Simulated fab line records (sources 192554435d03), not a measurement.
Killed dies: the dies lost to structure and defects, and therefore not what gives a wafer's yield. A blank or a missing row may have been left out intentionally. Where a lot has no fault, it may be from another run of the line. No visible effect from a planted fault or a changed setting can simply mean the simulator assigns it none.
Chamber matching / flow n5-finfet / uv-cure-03 running N5_BEOL_M6_CURE_75: 3 sister chambers
The step cures SiCOH lowk, time 120 s. 18 wafers are shown with their chamber, then 9 later ones without.

## WAFERS, EACH WITH ITS CHAMBER
wafer=L074.1; chamber=1; wafer_temp_C_max=373.2; lamp-power-pct (%)=52.33
wafer=L074.4; chamber=1; wafer_temp_C_max=373.7; lamp-power-pct (%)=52.37
wafer=L074.6; chamber=1; wafer_temp_C_max=372.7; lamp-power-pct (%)=52.27
wafer=L078.1; chamber=0; wafer_temp_C_max=372.1; lamp-power-pct (%)=52.34
wafer=L078.3; chamber=0; wafer_temp_C_max=372.5; lamp-power-pct (%)=52.32
wafer=L078.5; chamber=0; wafer_temp_C_max=372.1; lamp-power-pct (%)=52.28
wafer=L076.1; chamber=2; wafer_temp_C_max=371.0; lamp-power-pct (%)=52.30
wafer=L076.3; chamber=2; wafer_temp_C_max=371.0; lamp-power-pct (%)=52.25
wafer=L076.5; chamber=2; wafer_temp_C_max=371.2; lamp-power-pct (%)=52.29
wafer=L079.1; chamber=0; wafer_temp_C_max=372.9; lamp-power-pct (%)=52.30
wafer=L079.2; chamber=0; wafer_temp_C_max=372.1; lamp-power-pct (%)=52.32
wafer=L079.4; chamber=0; wafer_temp_C_max=372.4; lamp-power-pct (%)=52.27
wafer=L083.2; chamber=0; wafer_temp_C_max=372.9; lamp-power-pct (%)=52.29
wafer=L083.4; chamber=0; wafer_temp_C_max=371.6; lamp-power-pct (%)=52.25
wafer=L083.6; chamber=0; wafer_temp_C_max=372.8; lamp-power-pct (%)=52.30
wafer=L085.2; chamber=2; wafer_temp_C_max=371.1; lamp-power-pct (%)=52.35
wafer=L085.3; chamber=2; wafer_temp_C_max=371.2; lamp-power-pct (%)=52.34
wafer=L085.6; chamber=2; wafer_temp_C_max=370.7; lamp-power-pct (%)=52.32

SIGNATURES (averages over the wafers above)
reading=wafer_temp_C_max; chamber 0=372.378; chamber 1=373.200; chamber 2=371.033; scatter within a chamber=0.387
reading=lamp-power-pct; chamber 0=52.2967; chamber 1=52.3233; chamber 2=52.3083; scatter within a chamber=0.0346
Rule: distance of a wafer from a chamber = root of the sum over the readings of ((wafer's reading minus chamber's mean) / reading's scatter) squared. The wafer belongs to the nearest chamber; if the next one is less than 2 further off, it can't be placed. The scatter is the square root of a quotient: the sum, over the shown wafers, of each reading's squared deviation from its chamber's mean, divided by wafers minus chambers.

## WAFERS WITHOUT THEIR CHAMBER
wafer=L087.1; wafer_temp_C_max=371.0; lamp-power-pct (%)=52.35
wafer=L087.2; wafer_temp_C_max=370.8; lamp-power-pct (%)=52.35
wafer=L087.5; wafer_temp_C_max=370.9; lamp-power-pct (%)=52.35
wafer=L092.1; wafer_temp_C_max=371.8; lamp-power-pct (%)=52.22
wafer=L092.2; wafer_temp_C_max=371.7; lamp-power-pct (%)=52.36
wafer=L092.5; wafer_temp_C_max=371.9; lamp-power-pct (%)=52.28
wafer=L091.1; wafer_temp_C_max=371.5; lamp-power-pct (%)=52.37
wafer=L091.4; wafer_temp_C_max=371.1; lamp-power-pct (%)=52.32
wafer=L091.5; wafer_temp_C_max=371.2; lamp-power-pct (%)=52.31

## WHICH CHAMBER EACH ONE RAN IN
wafer=L087.1; from the rows above=2; in truth=2
wafer=L087.2; from the rows above=2; in truth=2
wafer=L087.5; from the rows above=2; in truth=2
wafer=L092.1; from the rows above=can't be placed: 0 or 2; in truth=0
wafer=L092.2; from the rows above=can't be placed: 2 or 0 or 1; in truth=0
wafer=L092.5; from the rows above=can't be placed: 0 or 2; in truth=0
wafer=L091.1; from the rows above=can't be placed: 2 or 0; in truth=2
wafer=L091.4; from the rows above=2; in truth=2
wafer=L091.5; from the rows above=2; in truth=2
Correctly placed: 5 of 9. Cannot be placed on the basis of these rows: 4; the candidates contain the true chamber in 4. 0 placed wrongly.
